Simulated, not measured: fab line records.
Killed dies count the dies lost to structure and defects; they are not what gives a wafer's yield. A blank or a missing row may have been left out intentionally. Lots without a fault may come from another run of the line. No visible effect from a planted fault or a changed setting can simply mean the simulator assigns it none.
Chamber matching    flow nandHarc    NHARC_A_M1_CMP_23 on cmp-03 has 4 sister chambers
The step polishes, t overpolish 20 s, target thk 154.34 nm. 16 wafers are shown with their chamber, then 8 later ones without.

## WAFERS PAIRED WITH THEIR CHAMBERS
wafer   chamber  motorCurrentA (A)  edgeZonePressureFrac  timeToEndpointS (s)
L075.1  0        15.4               1.004                 22.2
L075.2  3        12.7               1.000                 27.5
L075.6  3        13.6               1.001                 24.7
L081.2  1        12.2               0.999                 28.6
L081.3  0        15.8               1.000                 27.8
L081.4  3        12.8               0.997                 30.1
L087.1  1        12.3               0.990                 27.5
L087.4  2        9.6                0.996                 30.8
L087.6  0        15.3               1.003                 28.9
L088.3  3        13.3               1.000                 23.3
L088.5  3        13.0               0.999                 25.0
L088.6  2        9.2                0.990                 23.7
L091.1  3        12.6               1.004                 29.6
L091.3  2        9.3                1.001                 29.1
L091.4  0        15.9               1.003                 29.7
L092.1  1        12.3               1.002                 27.2

SIGNATURES, as means of the wafers listed above
reading               chamber 0  chamber 1  chamber 2  chamber 3  scatter within a chamber
motorCurrentA         15.600     12.267     9.367      13.000     0.302
edgeZonePressureFrac  1.00250    0.99700    0.99567    1.00017    0.00381
timeToEndpointS       27.150     27.767     27.867     26.700     2.92
Rule: a wafer lies at a distance from a chamber equal to the root of the sum of squares, over the readings, of (its reading less the chamber's mean, divided by the reading's scatter). The wafer belongs to the nearest chamber; if the next one is less than 2 further off, it can't be placed. The scatter: take each reading less its chamber's mean, square it, sum over the shown wafers, divide by the number of wafers less the number of chambers, and take the root.

## WAFERS WITHOUT THEIR CHAMBER
wafer   motorCurrentA (A)  edgeZonePressureFrac  timeToEndpointS (s)
L092.4  9.5                0.997                 29.3
L092.5  12.3               0.997                 29.0
L095.1  9.5                1.002                 30.1
L095.2  13.3               0.999                 25.7
L095.4  15.1               1.005                 27.4
L094.3  15.0               0.998                 30.2
L094.4  13.2               1.002                 28.5
L094.6  9.5                1.003                 29.6

## CHAMBER TAKEN BY EACH
wafer   from the rows above  in truth
L092.4  2                    2
L092.5  1                    1
L095.1  2                    2
L095.2  3                    3
L095.4  0                    0
L094.3  0                    0
L094.4  3                    3
L094.6  2                    2
Placed correctly: 8 of 8. Left unplaced by these rows: 0. Wrongly placed: 0.
